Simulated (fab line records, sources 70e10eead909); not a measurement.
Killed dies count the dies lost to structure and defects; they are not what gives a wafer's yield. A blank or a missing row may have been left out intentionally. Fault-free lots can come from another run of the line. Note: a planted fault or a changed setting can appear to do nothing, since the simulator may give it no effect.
2 desks, one fault / flow nand harc / every desk sees just its own numbers, and what lay behind them comes last

== FOR THE TOOL OWNER'S DESK: har cap etch-03 ==
The tool's own readings at NHARC_A_CONTACT_ETCH_118 (etches the open film in C4F8/O2/Ar, time 94 s, target depth 922 nm): means of the sampled wafers that have a number, for each lot that ran on this tool. Any lot whose mean is over 4 standard deviations away from the usual mean is out of limits and marked OUT; that distance is given in the brackets.
Columns: A = chamber pressure mTorr at NHARC_A_CONTACT_ETCH_118, usual 20.001 mTorr
lot=L942; first seen here=day 16 17:32; A=20.016
lot=L946; first seen here=day 17 06:57; A=20.009
lot=L945; first seen here=day 17 17:08; A=19.989
lot=L953; first seen here=day 19 08:03; A=20.002
lot=L952; first seen here=day 19 14:51; A=19.990
This desk's finding: nothing out of limits on any of the 5 lots.

== METROLOGY DESK ==
What the gauges read for every lot (on any tool): the sampled wafers with a number, averaged. Any lot whose mean is over 4 standard deviations away from the usual mean is out of limits and marked OUT; that distance is given in the brackets.
Columns: A = cd nm at NHARC_THIN_TSV_CD_MEAS_37, usual 4999.5 nm
lot=L942; first seen here=day 19 06:35; A=4997.9
lot=L941; first seen here=day 19 07:32; A=4999.2
lot=L943; first seen here=day 19 14:08; A=5000.1
lot=L946; first seen here=day 19 15:29; A=5000.0
lot=L944; first seen here=day 20 00:19; A=4998.7
lot=L945; first seen here=day 20 00:53; A=5000.9
lot=L940; first seen here=day 20 09:46; A=5000.4
lot=L953; first seen here=day 22 08:01; A=4998.6
lot=L952; first seen here=day 22 17:17; A=4999.3
lot=L956; first seen here=day 23 07:44; A=5000.9
lot=L958; first seen here=day 23 14:26; A=5001.7
lot=L959; first seen here=day 23 17:38; A=4998.2
lot=L961; first seen here=day 24 01:14; A=4996.0
lot=L963; first seen here=day 24 14:01; A=5000.1
This desk's finding: nothing out of limits on any of the 14 lots.

== ALL TOGETHER ==
Nothing out of limits was seen by the tool owner's desk.
Nothing out of limits was seen by the metrology desk.

== WHAT WAS PUT IN BY THE SIMULATOR ==
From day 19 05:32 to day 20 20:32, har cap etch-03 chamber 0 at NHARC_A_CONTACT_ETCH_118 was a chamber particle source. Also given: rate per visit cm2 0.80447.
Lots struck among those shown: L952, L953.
